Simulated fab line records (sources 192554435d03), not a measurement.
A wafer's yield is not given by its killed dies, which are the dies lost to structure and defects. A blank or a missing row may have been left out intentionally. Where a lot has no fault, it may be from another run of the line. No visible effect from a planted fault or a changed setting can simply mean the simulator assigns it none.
fab line records | flow n5-finfet
record: lots: 5 | wafers: 15 | last-day: 17
route steps=1938 shown FIN_SAQP@92 PASSIVATION@1936
lots that met no fault: from a run of the same line without faults
start-h: hours from the record's opening day to when the first of the lot's shown wafers began | wait-h: how many hours have passed since the lot's step before this one | " the same as in the row above | L1.1+2: a row that stands for several wafers | - no value present, or no start provided | * or withheld: withheld | < > ~ a bound
route shown NAME@n: NAME is a module with steps in the file, n the number in the route of the first one | usual: mean and standard deviation over wafers with no fault | same: alike in all rows | chamber/n: place in a boat | sites: per-site readings | _std_site: standard deviation across them | _edge_site: inner sites' mean taken away from outer sites' mean | radius-mm: how far each site lies from the wafer's centre | mask NAME#n: copy n | behind: tool/chamber where the wafer was last shaped | hold: why the lot went on hold/how many hours it stayed there/how the hold came to an end | device: the n, p or np transistor that did not switch | end of line: at the end of the route, the tests of the same wafers | a step given without rows: its recipe and nothing more | killed: not the wafer's yield, but the dies lost to structure and defects at the first sort | map: dies across one wafer; x = killed, . = not, _ = none there
set.NAME: the setting as run; set.NAME@STEP: as run at that earlier step | model.NAME: the simulator's own value behind a step, which no gauge read
lots at some steps of the route; a table a step, a row a wafer
services: a tool's chamber out of use, with start hour (start-h, from the record's first day; less than 0 if before it), hours out, and reason
== steps ==
step: N5_FIN_SAQP_PRECLEAN_44
recipe: chemistry: SC2 | time-s: 45 | temp-c: 35 | mix: 1:1:50
step: N5_FIN_SAQP_SRD_01
recipe: dry: ipa-marangoni | time-s: 30 | temp-c: 23 | rinse-liquid: diw
step: N5_FIN_SAQP_ALD_61
recipe: material: SiO2 | target-thk-a: 40 | temp-c: 300 | ald-precursor-family: BDEAS | ald-co-reactant: O2-plasma | pulse-time-s: 1 | purge-time-s: 2 | co-reactant-purge-time-s: 2 | ald-cycles: 43 | pressure-torr: 2
step: N5_FIN_SAQP_DENSIFY_62
recipe: temp-c: 700 | time-s: 60 | ambient: N2 | idle-temp-c: 600 | ramp-up-c-per-s: 150 | ramp-down-c-per-s: 60 | cool-to-c: 600
step: N5_FIN_SAQP_HM_DEP_03
recipe: material: SiNx | target-thk-a: 380 | temp-c: 400 | precursor: SiH4/NH3/N2 | pressure-torr: 1.5 | rf-w: 300 | time-s: 33.6
step: N5_FIN_SAQP_PECVD_47
recipe: material: a-Si | target-thk-a: 450 | temp-c: 400 | precursor: SiH4/He | pressure-torr: 3 | rf-w: 100 | time-s: 36.3
step: N5_FIN_SAQP_PECVD_48
recipe: material: SiNx | target-thk-a: 250 | temp-c: 400 | precursor: SiH4/NH3/N2 | pressure-torr: 1.5 | rf-w: 300 | time-s: 22.1
step: N5_FIN_SAQP_PECVD_06
recipe: material: a-Si | target-thk-a: 600 | temp-c: 400 | precursor: SiH4/He | pressure-torr: 3 | rf-w: 100 | time-s: 48.1
step: N5_FIN_SAQP_HM_DEP_72
recipe: material: SiO2 | target-thk-a: 120 | temp-c: 400 | precursor: SiH4/N2O | pressure-torr: 0.75 | rf-w: 275 | time-s: 7.2
step: N5_FIN_SAQP_COAT_49
recipe: resist: SOC | temp-c: 250 | time-s: 60 | spin-rpm: 1500 | resist-thk-nm: 100
step: N5_FIN_SAQP_COAT_50
recipe: resist: SiARC | temp-c: 220 | time-s: 60 | spin-rpm: 1500 | resist-thk-nm: 35
usual: exhaust-pa: 44.8/0.91 | heater-power-total-W: 427.6/2.2 | spin-speed-rpm: 1500.0/0.89
lot.wafer | tool           | chamber | start-h | wait-h | exhaust-pa | heater-power-total-W | spin-speed-rpm | model.SiARC_of_FIN_SAQP_COAT_50.thk-nm
L575.1    | litho-track-01 | 0       | 34.89   | -      | 45.2       | 426.4                | 1501.2         | 35.21
L575.2    | "              | 0       | "       | "      | 44.7       | 427.2                | 1500.9         | 35.11
L575.5    | "              | 0       | "       | "      | 45.0       | 430.7                | 1500.9         | 35.13
L582.2    | litho-track-01 | 0       | 76.50   | -      | 44.4       | 430.1                | 1238.6         | 38.54
L582.3    | "              | 0       | "       | "      | 44.5       | 430.8                | 1236.9         | 38.65
L582.5    | "              | 0       | "       | "      | 45.3       | 429.0                | 1238.6         | 38.5
L583.2    | litho-track-01 | 0       | 82.46   | -      | 43.9       | 427.9                | 1239.0         | 38.42
L583.5    | "              | 0       | "       | "      | 45.5       | 430.2                | 1239.4         | 38.25
L583.6    | "              | 0       | "       | "      | 45.4       | 427.2                | 1241.5         | 38.37
L585.4    | litho-track-01 | 0       | 96.56   | -      | 43.2       | 424.5                | 1238.6         | 38.52
L585.5    | "              | 0       | "       | "      | 45.1       | 424.5                | 1239.9         | 38.43
L585.6    | "              | 0       | "       | "      | 43.3       | 430.9                | 1237.7         | 38.52
L587.2    | litho-track-02 | 0       | 107.10  | -      | 45.8       | 426.4                | 1499.1         | 35.06
L587.5    | "              | 0       | "       | "      | 44.5       | 425.7                | 1498.6         | 35.01
L587.6    | "              | 0       | "       | "      | 44.5       | 428.3                | 1499.7         | 35.03
step: N5_FIN_SAQP_COAT_10
recipe: resist: CAR-ArF | spin-rpm: 1500 | resist-thk-nm: 90
step: N5_FIN_SAQP_EBR_12
recipe: solvent: PGMEA | ebr-width-mm: 1.5
step: N5_FIN_SAQP_SOFTBAKE_11
recipe: temp-c: 110 | time-s: 60 | resist: CAR-ArF
step: N5_FIN_SAQP_EXPOSE_13
recipe: mask-id: FIN_CORE | na: 1.35 | source-shape: dipole | sigma-inner: 0.538 | sigma-outer: 0.738 | polarization: te | target-cd-nm: 35.6 | dose-mj: 63.25
step: N5_FIN_SAQP_PEB_14
recipe: peb-temp-c: withheld | peb-time-s: 60 | resist: CAR-ArF
step: N5_FIN_SAQP_DEVELOP_15
recipe: develop-time-s: 30 | developer: TMAH | resist: CAR-ArF | dev-temp-c: 23 | rinse-liquid: diw | dry: air-spin
step: N5_FIN_SAQP_DESCUM_21
recipe: chemistry: O2 | time-s: 7.9 | source-power-w: 50 | bias-power-w: 20 | pressure-mtorr: 20 | rf-frequency-hz: 2.712e+07 | temp-c: 40 | resist: CAR-ArF | o2-flow-sccm: 225
step: N5_FIN_SAQP_ETCH_51
recipe: chemistry: CF4 | target: SiARC | target-depth-a: 455 | mask-material: CAR-ArF | time-s: 75.8 | ion-energy-ev: 80 | pressure-mtorr: 40 | source-w: 545 | bias-w: 36 | Ar_flow_sccm: 100 | cf4-flow-sccm: 100 | ends: cleared
usual: drypump-motor-current-A: 5.6/0.6 | etch-rf-on-time-s: 75.4/1.7 | oes-product-au: 0.68/0.085 | rf-vpp-V: 184.0/1.2 | showerhead-plenum-p-Torr: 2.14/0.067 | throttle-valve-pct: 15.66/0.24
lot.wafer | tool        | chamber | start-h | wait-h | drypump-motor-current-A | etch-rf-on-time-s | oes-product-au | rf-hours-counter-h | rf-vpp-V | showerhead-plenum-p-Torr | throttle-valve-pct | model.etch.depth-nm | model.CAR-ArF_of_FIN_SAQP_COAT_10.thk-nm
L575.1    | rie-diel-04 | 0       | 35.71   | 0.0    | 6.2                     | 75.7              | 0.66           | 137                | 184.0    | 2.16                     | 15.88              | 35.21               | 50.77
L575.2    | "           | 2       | "       | "      | 4.9                     | 76.1              | 0.62           | 187                | 183.1    | 2.06                     | 15.74              | 35.11               | 50.95
L575.5    | "           | 0       | "       | "      | 6.2                     | 75.1              | 0.66           | -                  | 183.4    | 2.16                     | 15.90              | 35.13               | 51.04
L582.2    | rie-diel-03 | 2       | 77.11   | 0.0    | 5.1                     | 80.0              | 0.79           | 18                 | 183.6    | 2.10                     | 15.47              | 38.54               | 47.81
L582.3    | "           | 1       | "       | "      | 4.7                     | 82.5              | 0.78           | 16                 | 185.1    | 2.10                     | 15.59              | 38.65               | 47.85
L582.5    | "           | 1       | "       | "      | 4.7                     | 83.2              | 0.77           | -                  | 185.1    | 2.10                     | 15.59              | 38.5                | 47.95
L583.2    | rie-diel-04 | 0       | 85.12   | 0.0    | 6.2                     | 83.2              | 0.65           | 155                | 182.8    | 2.15                     | 15.93              | 38.42               | 47.54
L583.5    | "           | 1       | "       | "      | 6.3                     | 81.8              | 0.61           | -                  | 185.1    | 2.20                     | 15.59              | 38.25               | 47.61
L583.6    | "           | 0       | "       | "      | 6.2                     | 82.9              | 0.64           | -                  | 184.5    | 2.15                     | 15.92              | 38.37               | 47.78
L585.4    | rie-diel-05 | 3       | 97.39   | 0.0    | 5.7                     | 80.3              | 0.77           | 31                 | 183.3    | 2.09                     | 15.32              | 38.52               | 48.07
L585.5    | "           | 0       | "       | "      | 5.1                     | 82.0              | 0.80           | -                  | 184.0    | 2.20                     | 15.32              | 38.43               | 48.1
L585.6    | "           | 1       | "       | "      | 5.5                     | 82.7              | 0.65           | -                  | 185.8    | 2.23                     | 15.85              | 38.52               | 48.09
L587.2    | rie-diel-05 | 1       | 108.13  | 0.0    | 5.5                     | 76.8              | 0.64           | 155                | 183.6    | 2.23                     | 15.85              | 35.06               | 51.15
L587.5    | "           | 3       | "       | "      | 5.7                     | 73.9              | 0.75           | -                  | 183.7    | 2.09                     | 15.34              | 35.01               | 50.91
L587.6    | "           | 0       | "       | "      | 5.1                     | 75.7              | 0.78           | -                  | 185.8    | 2.20                     | 15.34              | 35.03               | 51.03
step: N5_FIN_SAQP_ETCH_52
recipe: chemistry: N2/H2 | target: SOC | target-depth-a: 1000 | overetch-a: 200 | mask-material: SiARC | temp-c: 40 | time-s: 150 | ion-energy-ev: 200 | pressure-mtorr: 30 | source-w: 840 | bias-w: 150 | n2-flow-sccm: 200 | h2-flow-sccm: 200 | ends: end-point
step: N5_FIN_SAQP_STRIP_53
recipe: chemistry: N2/H2 | temp-c: 40 | n2-flow-sccm: 200 | h2-flow-sccm: 200 | rf-frequency-hz: 6e+07
step: N5_FIN_SAQP_HM_OPEN_73
recipe: chemistry: CHF3/O2 | target: SiO2 | stop-on: a-Si | target-depth-a: 120 | over-etch-frac: 1.8 | mask-material: SOC | time-s: 16.8 | pressure-mtorr: 30 | source-w: 650 | bias-w: 170 | Ar_flow_sccm: 200 | CHF3_flow_sccm: 50 | O2_flow_sccm: 5 | ion-energy-ev: 200 | ends: end-point
usual: CHF3_flow_sccm: 50.00/0.16 | drypump-motor-current-A: 5.6/0.6 | oes-product-au: 0.48/0.056 | rf-vpp-V: 520/11 | showerhead-plenum-p-Torr: 2.41/0.077 | throttle-valve-pct: 18.90/0.24
lot.wafer | tool        | chamber | start-h | wait-h | CHF3_flow_sccm | drypump-motor-current-A | oes-product-au | rf-hours-counter-h | rf-vpp-V | showerhead-plenum-p-Torr | throttle-valve-pct | model.SiARC_of_FIN_SAQP_COAT_50.thk-nm
L575.1    | rie-diel-04 | 0       | 35.87   | 0.0    | 49.84          | 6.2                     | 0.46           | 137                | 510      | 2.43                     | 19.16              | 5.369
L575.2    | "           | 2       | "       | "      | 49.92          | 4.9                     | 0.43           | 188                | 513      | 2.31                     | 18.93              | 5.945
L575.5    | "           | 0       | "       | "      | 49.78          | 6.2                     | 0.46           | -                  | 511      | 2.43                     | 19.17              | 5.217
L582.2    | rie-diel-03 | 2       | 77.28   | 0.0    | 49.83          | 5.1                     | 0.54           | 19                 | 531      | 2.39                     | 18.87              | 7.191
L582.3    | "           | 1       | "       | "      | 50.02          | 4.7                     | 0.55           | 16                 | 538      | 2.37                     | 18.91              | 7.687
L582.5    | "           | 1       | "       | "      | 50.09          | 4.7                     | 0.54           | -                  | 539      | 2.37                     | 18.94              | 7.533
L583.2    | rie-diel-04 | 0       | 85.29   | 0.0    | 49.93          | 6.1                     | 0.44           | 155                | 509      | 2.43                     | 19.19              | 8.775
L583.5    | "           | 1       | "       | "      | 49.73          | 6.3                     | 0.42           | -                  | 528      | 2.49                     | 18.82              | 7.927
L583.6    | "           | 0       | "       | "      | 49.98          | 6.1                     | 0.44           | -                  | 512      | 2.43                     | 19.19              | 8.806
L585.4    | rie-diel-05 | 3       | 97.55   | 0.0    | 50.02          | 5.7                     | 0.52           | 31                 | 518      | 2.34                     | 18.45              | 7.941
L585.5    | "           | 0       | "       | "      | 50.20          | 5.1                     | 0.55           | -                  | 522      | 2.46                     | 18.54              | 8.1
L585.6    | "           | 1       | "       | "      | 50.19          | 5.5                     | 0.46           | -                  | 518      | 2.51                     | 19.05              | 8.995
L587.2    | rie-diel-05 | 1       | 108.29  | 0.0    | 49.95          | 5.5                     | 0.45           | 155                | 517      | 2.51                     | 19.06              | 5.752
L587.5    | "           | 3       | "       | "      | 49.84          | 5.7                     | 0.52           | -                  | 518      | 2.34                     | 18.47              | 4.612
L587.6    | "           | 0       | "       | "      | 49.99          | 5.1                     | 0.55           | -                  | 523      | 2.46                     | 18.55              | 4.933
step: N5_FIN_SAQP_STRIP_74
recipe: chemistry: CHF3/O2 | resist: SiARC | rf-frequency-hz: 6e+07
step: N5_PASSIVATION_PROBE_49
usual: defect-limited-yield: 91.3/1.3 | killed_at_M0_to_M3: 34/9.1 | killed_at_M4_up: 14/5.6 | killed-at-contacts: 13/5.9 | killed-at-front-end: 39/11 | killed-at-other: 3.6/3 | killed-dies: 102/16 | killed-open: 68/12 | killed-short: 33/7.3 | sort_bin_4_leakage: 0.00/0.01 | sort_bin_5_function: 5.2/0.89 | sort_bin_6_memory: 3.2/0.68 | sort-n-pass: 1078/16 | sort-yield-pct: 91.3/1.3
same: gross-dies: 1180 | killed-at-back-side: 0 | sort_bin_8_speed[%]: 0
lot.wafer | tool      | chamber | start-h | wait-h | defect-limited-yield[%] | killed_at_M0_to_M3 | killed_at_M4_up | killed-at-contacts | killed-at-front-end | killed-at-other | killed-dies | killed-open | killed-short | sort_bin_4_leakage[%] | sort_bin_5_function[%] | sort_bin_6_memory[%] | sort-n-pass | sort-yield-pct[%]
L575.1    | prober-02 | -       | 313.42  | 0.0    | 90.8                    | 51                 | 11              | 9                  | 31                  | 6               | 108         | 66          | 40           | 0                     | 5.4                    | 3.6                  | 1072        | 90.8
L575.2    | prober-02 | -       | 313.47  | 0.1    | 91.4                    | 33                 | 7               | 10                 | 48                  | 4               | 102         | 66          | 36           | 0                     | 5.1                    | 3.2                  | 1078        | 91.4
L575.5    | prober-02 | -       | 313.62  | 0.2    | 93.1                    | 32                 | 8               | 10                 | 29                  | 2               | 81          | 52          | 28           | 0                     | 4.1                    | 2.5                  | 1099        | 93.1
L582.2    | prober-02 | -       | 348.84  | 0.1    | 88.7                    | 28                 | 13              | 6                  | 84                  | 2               | 133         | 73          | 49           | 0                     | 5.6                    | 4.1                  | 1047        | 88.7
L582.3    | prober-02 | -       | 348.89  | 0.1    | 88.6                    | 37                 | 18              | 17                 | 60                  | 2               | 134         | 96          | 37           | 0                     | 6.7                    | 4.2                  | 1046        | 88.6
L582.5    | prober-02 | -       | 348.99  | 0.2    | 87.1                    | 57                 | 16              | 16                 | 63                  | 0               | 152         | 101         | 51           | 0                     | 7.1                    | 5.4                  | 1028        | 87.1
killed by level:class
L575.1 BEOL_M2:geometric-particle:open=14 BEOL_M3:geometric-particle:open=10 MOL_CONTACT_COAG:geometric-particle:open=6 GATE_CUT:geometric-particle:short=6 BEOL_M1:geometric-particle:open=6 BEOL_M4:geometric-particle:open=6 BEOL_M2:geometric-particle:short=5 FIN_SAQP:geometric-particle:open=4
L575.2 STI_FIN_REVEAL:geometric-particle:open=20 GATE_CUT:geometric-particle:short=8 BEOL_M3:geometric-particle:open=8 MOL_CONTACT_COAG:geometric-particle:open=7 BEOL_M2:geometric-particle:open=7 FIN_SAQP:geometric-particle:open=6 FIN_SAQP:geometric-particle:short=5 BEOL_M0_SAQP:geometric-particle:short=5
L575.5 MOL_CONTACT_COAG:geometric-particle:open=8 STI_FIN_REVEAL:geometric-particle:open=7 BEOL_M2:geometric-particle:open=7 BEOL_M0_SAQP:geometric-particle:open=6 GATE_CUT:geometric-particle:short=5 BEOL_M1:geometric-particle:short=5 BEOL_M3:geometric-particle:open=5 FIN_SAQP:geometric-particle:short=3
L582.2 FIN_SAQP:geometric-particle:open=18 GATE_CUT:geometric-particle:short=17 FIN_SAQP:geometric-particle:short=11 HKMG_FIN:area-etch=11 STI_FIN_REVEAL:geometric-particle:open=10 BEOL_M0_SAQP:geometric-particle:open=9 BEOL_M2:geometric-particle:open=7 BEOL_M4:geometric-particle:open=7
L582.3 STI_FIN_REVEAL:geometric-particle:open=19 MOL_CONTACT_COAG:geometric-particle:open=15 BEOL_M2:geometric-particle:open=13 GATE_CUT:geometric-particle:short=9 FIN_SAQP:geometric-particle:open=8 BEOL_M4:geometric-particle:open=7 GATE_CUT:geometric-particle:open=6 BEOL_M1:geometric-particle:open=6
L582.5 FIN_SAQP:geometric-particle:open=17 FIN_SAQP:geometric-particle:short=17 MOL_CONTACT_COAG:geometric-particle:open=14 BEOL_M3:geometric-particle:open=12 BEOL_M1:geometric-particle:open=10 BEOL_M2:geometric-particle:open=9 BEOL_M0_SAQP:geometric-particle:open=9 STI_FIN_REVEAL:geometric-particle:open=7
== services ==
tool        | chamber | start-h | hours | kind
rie-diel-05 | 2       | 11.89   | 8.6   | repair
rie-diel-03 | 1       | 11.94   | -     | clean
rie-diel-03 | 1       | 11.94   | -     | consumable-replace:focus-ring
rie-diel-03 | 1       | 11.94   | 13.0  | scheduled-down
rie-diel-03 | 1       | 11.94   | 13.0  | vent-cycle
rie-diel-03 | -       | 16.74   | 14.6  | pm
rie-diel-05 | 2       | 20.87   | -     | clean
rie-diel-05 | 2       | 20.87   | -     | consumable-replace:focus-ring
rie-diel-05 | 2       | 20.87   | 14.2  | scheduled-down
rie-diel-05 | 2       | 20.87   | 14.2  | vent-cycle
rie-diel-05 | 0       | 35.31   | -     | clean
rie-diel-05 | 0       | 35.31   | -     | consumable-replace:focus-ring
rie-diel-05 | 0       | 35.31   | 18.0  | scheduled-down
rie-diel-05 | 0       | 35.31   | 18.0  | vent-cycle
rie-diel-04 | 3       | 37.61   | 2.4   | repair
rie-diel-03 | 3       | 69.61   | -     | clean
rie-diel-03 | 3       | 69.61   | -     | consumable-replace:focus-ring
rie-diel-03 | 3       | 69.61   | 30.0  | scheduled-down
rie-diel-03 | 3       | 69.61   | 30.0  | vent-cycle
== key ==
first-sign: step: N5_FIN_SAQP_COAT_50 | reading: spin-speed-rpm | direction: down | sigmas: 99+ | usual: * | struck: *
effect: step: N5_FIN_SAQP_ETCH_51 | reading: etch-rf-on-time-s | direction: up | sigmas: 4 | usual: * | struck: *
model-effect: step: N5_FIN_SAQP_COAT_50 | value: SiARC_of_FIN_SAQP_COAT_50.thk-nm | without: 34.96 | struck: 38.47
model-effect: step: N5_FIN_SAQP_ETCH_51 | value: etch.depth-nm | without: 34.96 | struck: 38.47
model-effect: step: N5_FIN_SAQP_HM_OPEN_73 | value: SiARC_of_FIN_SAQP_COAT_50.thk-nm | without: 4.599 | struck: 8.106
met-at N5_FIN_SAQP_COAT_50
struck-wafers L582.2,L582.3,L582.5,L583.2,L583.5,L583.6,L585.4,L585.5,L585.6
rows-end L583.2,L583.5,L583.6,L585.4,L585.5,L585.6
baseline-loss: step: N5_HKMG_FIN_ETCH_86 | wafers: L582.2
onset-between 34.89 76.50
fault: kind: process-parameter-drift | tool: litho-track-01 | chamber: - | onset-h: 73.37 | steps: N5_FIN_SAQP_COAT_50 | channel: spin-rpm | offset: * | shape: step | acts-in: * | stated: *
rows-end: these wafers met a further fault down the route, and their rows from its step on are left out
baseline-loss: these wafers lose ten dies or more at that step, a loss of the line's own and not of a fault; the sort's usual values leave them out
